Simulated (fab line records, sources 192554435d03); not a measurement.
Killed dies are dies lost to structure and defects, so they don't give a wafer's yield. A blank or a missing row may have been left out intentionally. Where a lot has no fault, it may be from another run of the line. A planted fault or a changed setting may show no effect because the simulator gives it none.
Matching of chambers | flow n5 finfet | 3 sister chambers for N5_BEOL_M3_DEP_57 on pecvd-03
The step deposits SiCN from 3MS/NH3, target thk 8 nm, time 14 s. 6 wafers are shown with their chamber, then 8 later ones without.

WAFERS PAIRED WITH THEIR CHAMBERS
wafer  | chamber | showerhead plenum p Torr (Torr) | throttle valve pct (%)
L086.2 | 0       | 3.684                           | 8.9
L086.3 | 1       | 3.674                           | 9.2
L092.2 | 2       | 3.648                           | 8.5
L092.3 | 0       | 3.675                           | 9.1
L092.4 | 2       | 3.654                           | 8.3
L087.3 | 1       | 3.677                           | 9.0

WAFERS MISSING THEIR CHAMBER
wafer  | showerhead plenum p Torr (Torr) | throttle valve pct (%)
L087.4 | 3.656                           | 8.3
L087.6 | 3.678                           | 9.0
L089.2 | 3.674                           | 8.8
L089.4 | 3.652                           | 8.5
L089.5 | 3.673                           | 9.0
L091.1 | 3.653                           | 8.5
L091.3 | 3.666                           | 8.9
L091.4 | 3.683                           | 9.1

CHAMBER TAKEN BY EACH
wafer  | from the rows above     | in truth
L087.4 | 2                       | 2
L087.6 | can't be placed: 0 or 1 | 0
L089.2 | can't be placed: 0 or 1 | 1
L089.4 | 2                       | 2
L089.5 | can't be placed: 1 or 0 | 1
L091.1 | 2                       | 2
L091.3 | can't be placed: 1 or 0 | 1
L091.4 | can't be placed: 0 or 1 | 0
Correctly placed: 3 of 8. Not placeable from these rows: 5 (in 5, the candidates include the true chamber). Wrongly placed: 0.
How it was worked out, from the rows above alone: a wafer's distance from a chamber is the root of the sum, over the readings, of the square of ((its reading less the chamber's mean) divided by the reading's scatter). The wafer belongs to the nearest chamber; if the next one is less than 2 further off, it can't be placed. The mean given for a chamber averages the wafers shown for that chamber. The scatter: take each reading less its chamber's mean, square it, sum over the shown wafers, divide by the number of wafers less the number of chambers, and take the root.
